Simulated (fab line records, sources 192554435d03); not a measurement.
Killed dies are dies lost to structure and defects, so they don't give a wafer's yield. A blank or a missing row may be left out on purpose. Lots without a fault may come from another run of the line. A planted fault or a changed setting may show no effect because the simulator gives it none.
fab line records | flow n5_finfet
record lots=15 wafers=45 last_day=17
route steps=1938 shown BEOL_M6@1254 BEOL_M7@1263
lots that met no fault: from a run of the same line without faults
start_h: hours from the record's first day to the start of the lot's first wafer shown | wait_h: hours since the lot's step before | " the same as in the row above | L1.1+2: a row that stands for several wafers | - no value, or no start given | * or withheld: withheld | < > ~ a bound
route shown NAME@n: a module of which the file shows steps, and the number in the route of the first | usual: mean/standard deviation of fault-free wafers | same: alike in all rows | chamber/n: place in a boat | sites: the reading at each site | _std_site: their standard deviation | _edge_site: outer sites' mean less inner sites' | radius_mm: how far each site lies from the wafer's centre | mask NAME#n: copy n | behind: the tool/chamber that last shaped the wafer | hold: why the lot was held/for how many hours/how that ended | device: the transistor (n, p or np) that didn't switch | end of line: the same wafers' tests at the end of the route | a step without rows: its recipe alone | killed: dies lost to structure and defects at the first sort, not the wafer's yield | map: a wafer's dies, x killed, . not, _ none there
set.NAME: the setting as run; set.NAME@STEP: as run at that earlier step | model.NAME: the simulator's own value behind a step, which no gauge read
steps of the route over a sample of lots; a table a step, a row a wafer
services: from which hour (start_h, from the record's first day; less than 0 if before it) a tool's chamber was out of use, for how many hours, and why
## steps
# step N5_BEOL_M6_SPUTTER_48
# recipe material=Cu target_thk_a=100 temp_c=-20 bias_v=60 power_w=26000 chamber_pressure_pa=0.13 time_s=1.667
# usual throttle_valve_pct=29.6/1.4
# columns lot.wafer tool chamber start_h wait_h throttle_valve_pct
L850.3 pvd_sputter-02 - 177.75 0.3 30.9
L850.4 " - " " 29.6
L850.5 " - " " 31.0
L851.2 pvd_sputter-03 - 197.19 0.1 31.0
L851.3 " - " " 31.2
L851.5 " - " " 30.5
L852.2 pvd_sputter-01 - 200.30 0.2 26.6
L852.4 " - " " 30.0
L852.6 " - " " 27.8
L853.2 pvd_sputter-03 - 203.36 1.5 31.1
L853.4 " - " " 29.1
L853.5 " - " " 30.8
L856.1 pvd_sputter-01 - 223.21 0.1 29.7
L856.2 " - " " 30.5
L856.5 " - " " 27.6
L857.2 pvd_sputter-02 - 229.24 0.1 30.8
L857.3 " - " " 29.2
L857.4 " - " " 29.3
L861.1 pvd_sputter-01 - 246.86 0.4 27.8
L861.4 " - " " 29.6
L861.5 " - " " 26.5
L863.3 pvd_sputter-01 - 262.35 0.1 26.6
L863.4 " - " " 27.4
L863.6 " - " " 27.6
L862.4 pvd_sputter-01 - 267.25 1.4 27.4
L862.5 " - " " 29.8
L862.6 " - " " 27.6
L868.3 pvd_sputter-03 - 294.16 0.1 30.8
L868.5 " - " " 29.1
L868.6 " - " " 30.4
L870.1 pvd_sputter-03 - 298.13 0.2 30.6
L870.5 " - " " 31.0
L870.6 " - " " 30.6
L869.2 pvd_sputter-03 - 300.13 0.6 29.2
L869.4 " - " " 30.6
L869.6 " - " " 30.6
L871.2 pvd_sputter-03 - 306.33 0.1 29.1
L871.4 " - " " 31.0
L871.6 " - " " 31.0
L872.1 pvd_sputter-01 - 313.38 0.1 29.7
L872.2 " - " " 27.6
L872.6 " - " " 29.8
L873.2 pvd_sputter-02 - 328.96 0.1 30.6
L873.3 " - " " 29.3
L873.5 " - " " 30.9
# step N5_BEOL_M7_ILD_DEP_00
# recipe material=SiCOH_lowk target_thk_a=1797.5 temp_c=300 precursor=DEMS/porogen pressure_torr=5 rf_w=500 time_s=33.4
# usual heater_power_w=332/59 showerhead_plenum_p_Torr=5.743/0.016 throttle_valve_pct=13.9/0.57
# columns lot.wafer tool chamber start_h wait_h heater_power_w showerhead_plenum_p_Torr since_wet_clean_h throttle_valve_pct
L850.3 pecvd-01 1 179.00 0.0 233 5.726 1789 13.1
L850.4 " 0 " " 343 5.747 - 14.0
L850.5 " 2 " " 354 5.700 - 12.4
L851.2 pecvd-04 0 198.40 0.0 369 5.757 721 14.2
L851.3 " 2 " " 392 5.727 2171 16.0
L851.5 " 2 " " 312 5.740 - 15.8
L852.2 pecvd-04 0 202.09 0.0 365 5.757 725 14.4
L852.4 " 0 " " 374 5.763 - 14.4
L852.6 " 1 " " 460 5.729 - 14.0
L853.2 pecvd-04 0 204.36 0.0 378 5.758 727 14.2
L853.4 " 0 " " 358 5.756 - 14.1
L853.5 " 0 " " 376 5.749 - 14.7
L856.1 pecvd-04 1 224.31 0.0 453 5.750 1472 14.0
L856.2 " 0 " " 358 5.742 747 14.3
L856.5 " 1 " " 461 5.760 - 14.1
L857.2 pecvd-03 2 230.27 0.0 249 5.743 520 13.5
L857.3 " 0 " " 295 5.739 1297 13.5
L857.4 " 1 " " 317 5.734 - 14.0
L861.1 pecvd-03 1 248.06 0.0 274 5.743 2039 14.0
L861.4 " 2 " " 222 5.714 - 13.5
L861.5 " 1 " " 286 5.729 - 14.0
L863.3 pecvd-01 1 265.13 0.0 298 5.746 1875 13.3
L863.4 " 2 " " 364 5.706 - 13.0
L863.6 " 1 " " 295 5.733 - 13.4
L862.4 pecvd-04 0 268.49 0.1 344 5.763 - 14.4
L862.5 " 1 " " 430 5.762 - 13.9
L862.6 " 2 " " 318 5.723 - 13.7
L868.3 pecvd-03 2 295.16 0.0 232 5.742 585 13.2
L868.5 " 0 " " 264 5.732 - 13.8
L868.6 " 1 " " 314 5.733 - 14.0
L870.1 pecvd-03 2 299.20 0.0 282 5.733 589 13.6
L870.5 " 1 " " 299 5.745 - 14.1
L870.6 " 2 " " 290 5.732 - 13.5
L869.2 pecvd-03 2 301.23 0.0 257 5.744 591 13.5
L869.4 " 0 " " 291 5.729 - 13.5
L869.6 " 2 " " 271 5.740 - 13.6
L871.2 pecvd-03 0 307.33 0.0 309 5.739 1374 13.6
L871.4 " 2 " " 250 5.743 - 13.4
L871.6 " 0 " " 315 5.753 - 13.6
L872.1 pecvd-01 2 314.45 0.0 319 5.705 446 12.8
L872.2 " 1 " " 296 5.743 1925 13.5
L872.6 " 2 " " 318 5.708 - 12.7
L873.2 pecvd-01 2 330.12 0.0 311 5.702 461 12.7
L873.3 " 1 " " 284 5.724 1940 13.5
L873.5 " 1 " " 290 5.748 - 13.1
# step N5_BEOL_M7_HM_DEP_02
# recipe material=TiN target_thk_a=200 temp_c=25 chamber_pressure_pa=0.49996
# usual throttle_valve_pct=29.6/1.5
# columns lot.wafer tool chamber start_h wait_h throttle_valve_pct
L850.3 pvd_sputter-01 - 181.37 1.7 29.8
L850.4 " - " " 27.8
L850.5 " - " " 27.7
L851.2 pvd_sputter-01 - 200.46 1.2 27.8
L851.3 " - " " 30.4
L851.5 " - " " 26.4
L852.2 pvd_sputter-01 - 204.30 1.6 26.8
L852.4 " - " " 27.4
L852.6 " - " " 30.3
L853.2 pvd_sputter-03 - 205.28 0.3 29.1
L853.4 " - " " 30.5
L853.5 " - " " 30.8
L856.1 pvd_sputter-02 - 225.80 0.8 29.5
L856.2 " - " " 31.0
L856.5 " - " " 29.4
L857.2 pvd_sputter-02 - 230.97 0.1 29.3
L857.3 " - " " 29.4
L857.4 " - " " 30.5
L861.1 pvd_sputter-02 - 248.83 0.1 29.4
L861.4 " - " " 29.2
L861.5 " - " " 29.3
L863.3 pvd_sputter-03 - 267.70 1.9 31.2
L863.4 " - " " 30.7
L863.6 " - " " 29.2
L862.4 pvd_sputter-03 - 271.16 2.0 31.1
L862.5 " - " " 30.4
L862.6 " - " " 31.0
L868.3 pvd_sputter-01 - 296.89 1.1 27.6
L868.5 " - " " 26.7
L868.6 " - " " 27.8
L870.1 pvd_sputter-03 - 300.99 1.0 30.4
L870.5 " - " " 31.3
L870.6 " - " " 29.1
L869.2 pvd_sputter-03 - 304.53 2.2 31.3
L869.4 " - " " 29.4
L869.6 " - " " 31.3
L871.2 pvd_sputter-02 - 309.15 1.2 29.5
L871.4 " - " " 30.8
L871.6 " - " " 29.3
L872.1 pvd_sputter-03 - 315.31 0.2 29.2
L872.2 " - " " 31.4
L872.6 " - " " 30.5
L873.2 pvd_sputter-02 - 331.72 1.0 29.3
L873.3 " - " " 30.6
L873.5 " - " " 29.3
# step N5_BEOL_M7_EXPOSE_08
# recipe mask_id=M7 na=1.35 source_shape=dipole sigma_inner=0.817 sigma_outer=0.97 polarization=te dose_mj=68.25
# usual dipole_opening_deg=35/0 exposure_dose_mJ_cm2=68.23/0.067 reticle_temp_C=22.98/0.11
# columns lot.wafer tool chamber start_h wait_h mask dipole_opening_deg exposure_dose_mJ_cm2 reticle_temp_C
L850.3 arfi_scanner-01 0 181.76 - M7#0 35 68.15 23.10
L850.4 " 0 " " M7#0 35 68.31 22.99
L850.5 " 0 " " M7#0 35 68.20 22.99
L851.2 arfi_scanner-01 0 200.84 - M7#0 35 68.33 22.77
L851.3 " 0 " " M7#0 35 68.24 22.77
L851.5 " 0 " " M7#0 35 68.21 22.89
L852.2 arfi_scanner-01 0 204.56 - M7#0 35 68.24 23.04
L852.4 " 0 " " M7#0 35 68.24 23.00
L852.6 " 0 " " M7#0 35 68.20 23.09
L853.2 arfi_scanner-01 0 205.54 - M7#0 35 68.25 22.88
L853.4 " 0 " " M7#0 35 68.19 22.92
L853.5 " 0 " " M7#0 35 68.22 23.18
L856.1 arfi_scanner-02 0 226.17 - M7#0 35 68.23 23.13
L856.2 " 0 " " M7#0 35 68.17 23.07
L856.5 " 0 " " M7#0 35 68.17 23.12
L857.2 arfi_scanner-02 0 231.22 - M7#0 35 68.30 23.00
L857.3 " 0 " " M7#0 35 68.31 22.96
L857.4 " 0 " " M7#0 35 68.27 23.11
L861.1 arfi_scanner-01 - 249.19 - M7#0 - - -
L861.4 " - " " M7#0 - - -
L861.5 " - " " M7#0 - - -
L863.3 arfi_scanner-01 - 267.96 - M7#0 - - -
L863.4 " - " " M7#0 - - -
L863.6 " - " " M7#0 - - -
L862.4 arfi_scanner-03 - 271.55 - M7#0 - - -
L862.5 " - " " M7#0 - - -
L862.6 " - " " M7#0 - - -
L868.3 arfi_scanner-01 0 297.15 - M7#0 35 68.27 22.97
L868.5 " 0 " " M7#0 35 68.27 23.21
L868.6 " 0 " " M7#0 35 68.25 22.89
L870.1 arfi_scanner-01 0 301.23 - M7#0 35 68.34 23.01
L870.5 " 0 " " M7#0 35 68.23 23.00
L870.6 " 0 " " M7#0 35 68.24 23.21
L869.2 arfi_scanner-03 0 304.90 - M7#0 35 68.17 22.96
L869.4 " 0 " " M7#0 35 68.35 23.02
L869.6 " 0 " " M7#0 35 68.17 22.99
L871.2 arfi_scanner-03 0 309.40 - M7#0 35 68.17 22.98
L871.4 " 0 " " M7#0 35 68.13 22.95
L871.6 " 0 " " M7#0 35 68.08 23.10
L872.1 arfi_scanner-01 0 315.68 - M7#0 35 68.20 22.90
L872.2 " 0 " " M7#0 35 68.13 23.08
L872.6 " 0 " " M7#0 35 68.18 23.11
L873.2 arfi_scanner-03 0 332.11 - M7#0 35 68.40 23.05
L873.3 " 0 " " M7#0 35 68.28 23.01
L873.5 " 0 " " M7#0 35 68.18 22.86
## services
# columns tool chamber start_h hours kind
arfi_scanner-03 - 171.97 1.0 pm
arfi_scanner-01 - 178.40 1.3 pm
arfi_scanner-03 - 180.83 1.0 pm
arfi_scanner-02 - 188.39 1.3 pm
pecvd-03 2 190.05 6.5 repair
pecvd-01 - 195.64 14.6 pm
arfi_scanner-02 - 197.30 0.2 repair
arfi_scanner-02 - 198.87 2.2 repair
arfi_scanner-03 - 207.14 0.7 repair
arfi_scanner-02 - 208.55 4.9 pm
arfi_scanner-03 - 227.72 0.8 pm
pecvd-03 0 231.60 8.4 repair
arfi_scanner-01 - 238.05 4.8 repair
arfi_scanner-03 - 248.85 1.3 pm
arfi_scanner-02 - 251.79 120.0 pm
arfi_scanner-01 0 262.51 - calibration
pecvd-01 0 267.79 6.9 repair
arfi_scanner-03 - 273.69 4.8 pm
arfi_scanner-01 - 285.51 3.9 pm
arfi_scanner-03 - 303.09 1.0 repair
arfi_scanner-01 - 304.10 1.3 pm
arfi_scanner-01 - 305.40 1.0 pm
arfi_scanner-01 - 321.97 0.8 pm
pecvd-03 - 329.01 2.8 pm
## key
first_sign step=N5_BEOL_M7_EXPOSE_08 reading=tool_record direction=missing
effect none on later readings
met_at N5_BEOL_M7_EXPOSE_08
struck_lots L861,L862,L863
later_rows_left_out L861.1,L861.4,L861.5,L862.4,L862.5,L862.6,L863.3,L863.4,L863.6
sort_left_out L861.1,L861.4,L861.5,L862.4,L862.5,L862.6,L863.3,L863.4,L863.6
not_acting_at N5_BEOL_M6_SPUTTER_48,N5_BEOL_M7_ILD_DEP_00,N5_BEOL_M7_HM_DEP_02
onset_between 205.54 249.19
fault kind=skipped_step_whole tool=arfi_scanner-01,arfi_scanner-03 chamber=- onset_h=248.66 steps=N5_BEOL_M7_EXPOSE_08 scope=struck_lots_only
# sort_left_out: the simulated sort isn't trusted on such a fault, so these wafers' sort isn't shown, and their yield isn't known
# later_rows_left_out: the simulator's readings of these wafers behind a module that went badly wrong aren't trusted and aren't shown, but for the sort
